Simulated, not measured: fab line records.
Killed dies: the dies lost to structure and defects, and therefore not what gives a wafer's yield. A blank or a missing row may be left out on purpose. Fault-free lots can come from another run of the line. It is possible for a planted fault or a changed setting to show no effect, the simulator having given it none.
Lot-split experiment -- flow n5 finfet -- 21 wafers read across 7 lots, on a route 1938 steps long

## THE SPLIT ITSELF
At N5_SD_EPI_P_ETCH_16 (etches SiO2 in CHF3/O2, target depth 5 nm), the setting target depth a was moved away from the recipe's 50 angstrom on 9 of the 21 wafers read, by -11.1% to +10.5%. For the rest of the wafers, this setting stayed at what the recipe calls for.

The split's own step is where the reading is taken.

## THE READING
etch.depth nm (the simulator's own value, which no gauge read), in nm, at N5_SD_EPI_P_ETCH_16 (etches SiO2 in CHF3/O2, target depth 5 nm). There is no usual value for it anywhere in the file. Here, 12 wafers ran the recipe; their average is 5.055 nm with a standard deviation of 0.07 nm.

wafer,"tool, chamber at the split","target depth a as run, angstrom",against the recipe,"etch.depth nm, nm",against lot-mates on the recipe
L077.3,"rie diel-01, 2",45.97,-8.1%,4.761,-0.364
L077.4,"rie diel-01, 3",50,recipe,5.081,-
L077.5,"rie diel-01, 2",50,recipe,5.168,-
L079.1,"rie diel-01, 1",50,recipe,5.135,-
L079.3,"rie diel-01, 0",46.28,-7.4%,4.767,-0.344
L079.5,"rie diel-01, 0",50,recipe,5.088,-
L080.2,"rie diel-02, 0",50,recipe,5.018,-
L080.5,"rie diel-02, 2",52.75,+5.5%,5.317,+0.303
L080.6,"rie diel-02, 0",50,recipe,5.01,-
L085.1,"rie diel-01, 1",50,recipe,5.087,-
L085.5,"rie diel-01, 1",55.27,+10.5%,5.599,+0.512
L085.6,"rie diel-01, 0",55.27,+10.5%,5.613,+0.526
L088.2,"rie diel-03, 0",44.44,-11.1%,4.489,-0.642
L088.3,"rie diel-03, 3",50,recipe,5.131,-
L088.6,"rie diel-03, 2",44.44,-11.1%,4.487,-0.644
L092.1,"rie diel-01, 1",48,-4.0%,4.894,-0.165
L092.2,"rie diel-01, 0",50,recipe,5.059,-
L092.3,"rie diel-01, 3",48,-4.0%,4.879,-0.180
L095.1,"rie diel-03, 2",50,recipe,4.969,-
L095.3,"rie diel-03, 0",50,recipe,4.987,-
L095.6,"rie diel-03, 0",50,recipe,4.928,-

FIT RESULTS
A straight line over all 21 wafers: etch.depth nm changes by +0.0487 nm for each +1% of target depth a; r = +0.98; the points scatter about the line by 0.064 nm.
The same after taking each lot's own level away (the mean of its wafers on the recipe; 21 wafers): +0.0518 nm for each +1%; r = +0.99; scatter 0.036 nm.
On that fit, the largest move of target depth a shifts the reading by 0.58 nm.
Across the lots, their own levels run from 4.9613 to 5.1310 nm, a range of 2.4 times the standard deviation given above.
The two slopes agree, so the slope changes little with the lot-to-lot level.
Check: for one of the wafers moved furthest among these (-11.1%), held out of the fit, the line's prediction against its lot-mates is -0.559 nm. Against them it came out at -0.642 nm.

## FURTHER SPLITS ON THESE WAFERS
Before the reading, these wafers also passed through other splits. Each is held against what the fit with the lots' levels taken away leaves over:
other split on the same wafers,wafers away from the commonest value,r with etch.depth nm (lot level and that fit taken away)
N5_WELL_APT_PEB_06 peb time s,4,+0.19
N5_WELL_APT_DEVELOP_07 develop time s,11,-0.09
N5_FIN_SAQP_PECVD_06 time s,7,+0.07
N5_FIN_SAQP_EXPOSE_13 dose mj,6,+0.46
N5_FIN_CUT_ETCH_21 bias w,7,+0.01
N5_FIN_CUT_CUT_ETCH_26 time s,7,+0.41
N5_DUMMY_GATE_ETCH_37 source w,7,+0.43

## FILE'S OWN FIT
etch.depth nm changes by +0.051 nm for each +1% of target depth a, r = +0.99.
